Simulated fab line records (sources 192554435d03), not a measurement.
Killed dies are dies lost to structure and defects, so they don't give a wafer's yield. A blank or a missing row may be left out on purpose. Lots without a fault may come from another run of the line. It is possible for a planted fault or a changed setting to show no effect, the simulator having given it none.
Code-filled problem report in 8D (eight disciplines) form + flow n5 finfet + the parts of the form that need people (team, actions taken, sign-off) are left out

== 1. WHAT WENT WRONG ==
Mean of killed at contacts at N5_PASSIVATION_PROBE_49: 85 across 3 wafers in 3 lots; on wafers with no fault it is 12 (standard deviation 5.6). Measured from the usual mean, that is +13 standard deviations.
The first sign was on wafer L370.4 at day 14 13:54, on prober-01. The record holds 9 wafers of 3 lots with a number at this step. The rule behind "out" and "out of limits": a value lying over 4 standard deviations away from the usual mean. Any other wafer with a number is counted as sound.

== 2. WHAT IT IS, AND WHAT IT ISN'T ==
| question                    | is                                | is not                                                                                                                                      |
|-----------------------------|-----------------------------------|---------------------------------------------------------------------------------------------------------------------------------------------|
| which readings at this step | killed at contacts, killed on rim | killed_at_M0_to_M3, killed_at_M4_up, killed at front end, killed at other, killed open, killed short, sort_bin_4_leakage, sort_bin_6_memory |
| which lots                  | L370, L373, L374                  | -                                                                                                                                           |
| which wafers of those lots  | L370.4, L373.4, L374.6            | L370.1, L370.3, L373.5, L373.6, L374.4, L374.5                                                                                              |
| read on which tools         | prober-01, prober-02              | -                                                                                                                                           |
| when                        | from day 14 13:54                 | up to then (2 sound wafers); but 4 sound wafers of L373, L374 came after                                                                    |

== 3. WHAT RULES OUT EACH SUSPECT ==
Counting: any tool at a process step up to the reading remains a suspect provided it ran every lot that is out. Sound lots after the first of them don't rule it out here, since some wafers of a struck lot are sound.
- rie diel-06 at N5_MOL_CONTACT_COAG_ETCH_66 (etches SiARC in CF4, target depth 13 nm, time 21.7 s): kept. It ran every lot that is out, first L370 (day 6 13:13).
- pvd sputter-02 at N5_PASSIVATION_AL_DEP_21 (deposits Al, target thk 2800 nm, time 170 s): kept. It ran every lot that is out, first L370 (day 14 08:09).
- Within rie diel-06 at N5_MOL_CONTACT_COAG_ETCH_66: the wafers that are out ran in chamber 0; their sound lot-mates ran in chambers 1, 2, 3.
Remaining after the count are rie diel-06 at N5_MOL_CONTACT_COAG_ETCH_66 and pvd sputter-02 at N5_PASSIVATION_AL_DEP_21.

== 4. THE CAUSE (what the simulator had put in) ==
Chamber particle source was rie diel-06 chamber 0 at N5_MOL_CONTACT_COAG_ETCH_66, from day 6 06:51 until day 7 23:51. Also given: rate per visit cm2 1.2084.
After counting, 2 suspects remain, this tool included.

== 5. SEQUENCE OF EFFECTS, ordered by route ==
Each row: a reading where the mean over the struck wafers with a number is more than 3 standard deviations away from the usual. Only readings whose record carries a usual standard deviation are examined. hours: median over the lots of the time between each lot's start at the first step of this table that gives one and its start at this step. sigmas: the change, counted in usual standard deviations.
| hours | step                    | reading              | usual  | on struck wafers | change | sigmas |
|-------|-------------------------|----------------------|--------|------------------|--------|--------|
| 0     | N5_PASSIVATION_PROBE_49 | defect limited yield | 91.2 % | 86.1             | -5.1   | -3.6   |
| 0     | N5_PASSIVATION_PROBE_49 | killed at contacts   | 12     | 85               | +73    | +13    |
| 0     | N5_PASSIVATION_PROBE_49 | killed dies          | 103    | 164              | +61    | +3.6   |
| 0     | N5_PASSIVATION_PROBE_49 | killed on rim        | 13     | 32               | +19    | +5.3   |
| 0     | N5_PASSIVATION_PROBE_49 | sort_bin_5_function  | 5.1 %  | 8.0              | +2.9   | +3.3   |
| 0     | N5_PASSIVATION_PROBE_49 | sort n pass          | 1077   | 1016             | -61    | -3.6   |
| 0     | N5_PASSIVATION_PROBE_49 | sort yield pct       | 91.2 % | 86.1             | -5.1   | -3.6   |
The process steps in it:
- N5_PASSIVATION_PROBE_49

== 6. HOW IT WOULD HAVE BEEN CAUGHT EARLIER ==
In this record the first reading out of limits was taken at day 14 13:54, 199 hours after the fault began at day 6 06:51.
Of the tool readings at N5_MOL_CONTACT_COAG_ETCH_66 for which the record gives a usual standard deviation, none was out on any struck wafer, so an alarm limit of 4 standard deviations on them would not have fired.
All the lots that are out (3) had begun N5_MOL_CONTACT_COAG_ETCH_66 on rie diel-06 by day 14 13:54. A hold on the tool at that time would have spared none of them.
